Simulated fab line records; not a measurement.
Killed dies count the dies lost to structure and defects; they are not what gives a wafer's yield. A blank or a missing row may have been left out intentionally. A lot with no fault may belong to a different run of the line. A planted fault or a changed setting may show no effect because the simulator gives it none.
Matching of chambers    flow n5-finfet    pecvd-03 running N5_BEOL_M11_PECVD_70: 3 sister chambers
The step deposits SiO2 from TEOS/O2, target thk 20 nm, time 22.7 s. 6 wafers are shown with their chamber, then 11 later ones without.

## WAFERS WITH THEIR CHAMBER
wafer   chamber  showerhead-plenum-p-Torr (Torr)  throttle-valve-pct (%)
L086.4  1        8.76                             22.1
L086.6  2        8.77                             21.4
L087.1  0        8.82                             22.3
L087.4  1        8.76                             22.5
L087.6  2        8.74                             21.0
L091.3  0        8.85                             21.8

## WAFERS WITHOUT THEIR CHAMBER
wafer   showerhead-plenum-p-Torr (Torr)  throttle-valve-pct (%)
L091.4  8.76                             22.4
L091.5  8.77                             21.3
L095.2  8.78                             21.9
L095.5  8.83                             22.2
L095.6  8.78                             22.1
L093.1  8.75                             21.5
L093.3  8.78                             22.2
L093.4  8.83                             22.1
L097.4  8.82                             22.2
L097.5  8.78                             22.4
L097.6  8.77                             21.7

## CHAMBER TAKEN BY EACH
wafer   from the rows above           in truth
L091.4  1                             1
L091.5  2                             2
L095.2  can't be placed: 1 or 2 or 0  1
L095.5  0                             0
L095.6  can't be placed: 1 or 0 or 2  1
L093.1  can't be placed: 2 or 1       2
L093.3  1                             1
L093.4  0                             0
L097.4  0                             0
L097.5  1                             1
L097.6  can't be placed: 2 or 1       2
Correctly placed: 7 of 11. Can't be placed from these rows: 4 (the true chamber is among the candidates in 4). 0 placed wrongly.
How it was worked out, from the rows above alone: a wafer's distance from a chamber is the root of the sum, over the readings, of the square of ((its reading less the chamber's mean) divided by the reading's scatter). The wafer belongs to the nearest chamber; if the next one is less than 2 further off, it can't be placed. For every chamber, the mean is computed from those of its wafers that are shown. The scatter is the square root of a quotient: the sum, over the shown wafers, of each reading's squared deviation from its chamber's mean, divided by wafers minus chambers.
